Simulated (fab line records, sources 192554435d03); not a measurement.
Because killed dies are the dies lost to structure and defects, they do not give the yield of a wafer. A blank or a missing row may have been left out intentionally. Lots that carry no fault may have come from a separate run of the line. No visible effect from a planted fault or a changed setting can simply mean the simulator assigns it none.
One fault through the eyes of 2 desks / flow n5_finfet / only its own numbers are on each desk; what lay behind them is given at the end

== AT THE TOOL OWNER'S DESK: pvd_sputter-02 ==
The tool's own readings at N5_BEOL_M5_SPUTTER_90 (material Cu, target thk 4.5 nm, time 8.29 s): means of the sampled wafers that have a number, for each lot that ran on this tool. Marked OUT: a lot whose mean sits more than 4 standard deviations from the usual mean, which makes it out of limits; the brackets give that distance.
Columns: A = chuck_gas_flow_sccm at N5_BEOL_M5_SPUTTER_90, usual 1.26 sccm; B = throttle_valve_pct at N5_BEOL_M5_SPUTTER_90, usual 29.8 %
lot=L224; first seen here=day 9 00:33; A=1.25; B=30.4
lot=L232; first seen here=day 11 01:35; A=1.32; B=29.7
lot=L235; first seen here=day 11 18:17; A=1.31; B=29.7
This desk found nothing out of limits on any of the 3 lots.

== THE METROLOGY DESK ==
What the gauges read, lot by lot, whatever tool the lot ran on: means of the sampled wafers that have a number. Marked OUT: a lot whose mean sits more than 4 standard deviations from the usual mean, which makes it out of limits; the brackets give that distance.
Columns: A = M5_RS at N5_BEOL_M5_RS_MEAS_57, usual 0.391 ohm/sq; B = M6_ILD_THK at N5_BEOL_M6_THK_MEAS_01, usual 155.2 nm; C = cd_nm at N5_BEOL_M6_CD_MEAS_11, usual 38.2 nm; D = M6_OVL at N5_BEOL_M6_OVL_MEAS_12, usual 0.0 nm
lot=L224; first seen here=day 9 01:37; A=0.389; B=156.1; C=38.1; D=0.5
lot=L227; first seen here=day 9 21:45; A=0.402; B=154.9; C=38.4; D=-0.5
lot=L229; first seen here=day 10 12:07; A=0.374; B=154.7; C=38.3; D=-0.1
lot=L231; first seen here=day 10 23:15; A=0.433; B=152.8; C=37.9; D=-0.2
lot=L232; first seen here=day 11 02:38; A=0.397; B=156.8; C=38.9; D=0.8
lot=L235; first seen here=day 11 19:20; A=0.412; B=156.8; C=38.3; D=0.1
This desk found nothing out of limits on any of the 6 lots.

== BROUGHT TOGETHER ==
Nothing out of limits was seen by the tool owner's desk.
The metrology desk saw nothing out of limits.

== WHAT THE SIMULATOR PUT IN ==
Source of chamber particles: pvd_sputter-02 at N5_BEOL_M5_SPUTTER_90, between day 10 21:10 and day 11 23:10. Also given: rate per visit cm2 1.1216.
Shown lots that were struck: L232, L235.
